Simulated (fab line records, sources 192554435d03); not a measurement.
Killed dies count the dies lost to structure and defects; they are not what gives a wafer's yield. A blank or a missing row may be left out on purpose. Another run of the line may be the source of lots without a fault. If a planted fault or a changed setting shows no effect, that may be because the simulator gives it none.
Struck lot and sound lot, side by side :: flow n5_finfet :: 39 steps out of a route of 1938
Sound: wafers L770.4, L770.5, L770.6. Struck: wafer L775.5 (left out: L775.2, L775.4 of the same lot, which were not struck); the cause appears at the end.
Each step with rows lists, per side, the tool, then ch with its chambers, then its first start. Under that, the readings that differ: sound wafers :: struck wafers :: difference of the means :: sigmas: that difference in standard deviations of wafers without a fault.
alike: a reading whose means differ by less than 2 such deviations, as well as words and numbers matching on both sides. not compared: withheld readings; readings where some wafer has no value; bounds like >300 that might hide an equal value; numbers whose values overlap and for which the record gives no deviation.
The two part at a step that has a row with sigmas, a row that says differs or no value, or rows on one side only. When numbers do not overlap yet have no deviation, they are printed without sigmas and do not part them. A reading that every wafer of one side lacks parts them only if that side has two wafers or more.

first, 11 steps without rows for these wafers: N5_BEOL_M0_CUTY_STRIP_64 (strips in N2/H2); N5_BEOL_M0_ETCH_138 (etches SiCN in CH3F/O2, target depth 12 nm, time 31.6 s); N5_BEOL_M0_HM_OPEN_105 (chemistry Cl2/BCl3, target TiN, target depth 12 nm); N5_BEOL_M0_STRIP_140 (strips in CF4); N5_BEOL_M0_STRIP_104 (strips in N2/H2); N5_BEOL_M0_WET_ETCH_106 (etches SiO2 in DHF, target depth 130 nm, rinse time 30 s); N5_BEOL_M0_ETCH_128 (etches SiCN in CF4/N2, target depth 12 nm, overetch 5.1 nm, time 21.4 s); N5_BEOL_M0_TRENCH_ETCH_107 (etches SiOC in C4F6/O2, target depth 32.8 nm, time 16.4 s); N5_BEOL_M0_STRIP_142 (strips in N2/H2, time 10 s); N5_BEOL_M0_HM_STRIP_129 (strips TiN in peroxide tin strip, target depth 17 nm, time 108 s); N5_BEOL_M0_SRD_130 (time 30 s).
N5_BEOL_M0_ETCH_109: etches SiCN in CH3F/O2, target depth 8 nm, overetch 2.4 nm, time 27.4 s.
  sound on rie_diel-04 ch 0,1, day 6 16:04; struck on rie_diel-04 ch 0, day 8 01:21
reading: model.etch.depth_nm (nm)
sound: 8.147 8.029 8.204
struck: 6.398
difference: -1.729
sigmas: 
  alike: drypump_motor_current_A, oes_product_au, rf_vpp_V, showerhead_plenum_p_Torr, throttle_valve_pct
  not compared: rf_hours_counter_h, model.SiOC_of_BEOL_M0_SAQP_ILD_DEP_01.thk_nm
then, 25 steps without rows for these wafers: N5_BEOL_M0_STRIP_139 (strips in post etch residue remover, time 60 s); N5_BEOL_M0_SRD_111 (time 30 s); N5_BEOL_M0_DEGAS_112 (time 60 s); N5_BEOL_M0_PRE_CLEAN_113 (time 30 s); N5_BEOL_M0_ALD_136 (deposits TaN, pulse time 2 s, purge time 3 s, co reactant purge time 2 s); N5_BEOL_M0_SURFACE_TREAT_137; N5_BEOL_M0_CVD_115 (deposits Co from CCTBA/H2, time 120 s); N5_BEOL_M0_SPUTTER_116 (material Cu, target thk 4 nm, time 7.37 s); N5_BEOL_M0_ANNEAL_117 (time 60 s); N5_BEOL_M0_SPUTTER_132 (material Cu, target thk 4 nm, time 7.37 s); N5_BEOL_M0_ANNEAL_133 (time 60 s); N5_BEOL_M0_SPUTTER_134 (material Cu, target thk 4 nm, time 7.37 s); N5_BEOL_M0_ANNEAL_135 (time 60 s); N5_BEOL_M0_SPUTTER_141 (material Cu, target thk 4 nm, time 7.37 s); N5_BEOL_M0_ECD_118 (material Cu, target thk 300 nm); N5_BEOL_M0_ANNEAL_119 (time 90 s); N5_BEOL_M0_CMP_120 (polishes, stops on SiOC, t overpolish 6.9 s); N5_BEOL_M0_PRE_CLEAN_131 (time 15 s); N5_BEOL_M0_CO_CAP_123 (material Co, precursor CCTBA/H2, target thk 2 nm, time 102.1 s); N5_BEOL_M0_PRE_CLEAN_124 (time 15 s); N5_BEOL_M0_DEP_125 (deposits SiCN from 3MS/NH3, target thk 8 nm, time 14 s); N5_BEOL_M1_ILD_DEP_00 (deposits SiOC from DEMS/O2, target thk 79 nm, time 15.3 s); N5_BEOL_M1_PECVD_72 (deposits SiO2 from TEOS/O2, target thk 16 nm, time 18 s); N5_BEOL_M1_HM_DEP_02 (deposits TiN, target thk 20 nm); N5_BEOL_M1_COAT_61 (time 60 s, resist thk 60 nm).
N5_BEOL_M4_RC_MEAS_101:
  the record has rows for the sound wafers here (prober-02 ch 0, day 8 19:16) and none for the struck ones
-- a jump in the record: the struck wafers' starts before and after are 7 days apart (it breaks off in module BEOL_M4 and resumes in module PASSIVATION, where the first step shown is number 1936 of the route) --
N5_PASSIVATION_PROBE_49:
  struck on prober-02, day 14 23:57; sound on prober-01, day 13 05:38
reading: defect_limited_yield (%)
sound: 91.6 92.5 90.8
struck: 0
difference: -92
sigmas: -70

reading: killed_at_M0_to_M3
sound: 47 34 49
struck: 1099
difference: +1056
sigmas: +99 or more

reading: killed_dies
sound: 99 89 108
struck: 1180
difference: +1081
sigmas: +72

reading: killed_on_rim
sound: 22 16 18
struck: 152
difference: +133
sigmas: +30

reading: sort_bin_5_function (%)
sound: 5.0 4.3 5.4
struck: 96.9
difference: +92.0
sigmas: +99 or more

reading: sort_n_pass
sound: 1081 1091 1072
struck: 0
difference: -1081
sigmas: -72

reading: sort_yield_pct (%)
sound: 91.6 92.5 90.8
struck: 0
difference: -92
sigmas: -70
  alike: killed_at_M4_up, killed_at_contacts, killed_at_front_end, killed_at_other, killed_open, killed_short, sort_bin_6_memory

== WHERE THEY PART ==
First at N5_BEOL_M4_RC_MEAS_101; last, within this record, at N5_PASSIVATION_PROBE_49.

WHY: whatever the simulator had introduced
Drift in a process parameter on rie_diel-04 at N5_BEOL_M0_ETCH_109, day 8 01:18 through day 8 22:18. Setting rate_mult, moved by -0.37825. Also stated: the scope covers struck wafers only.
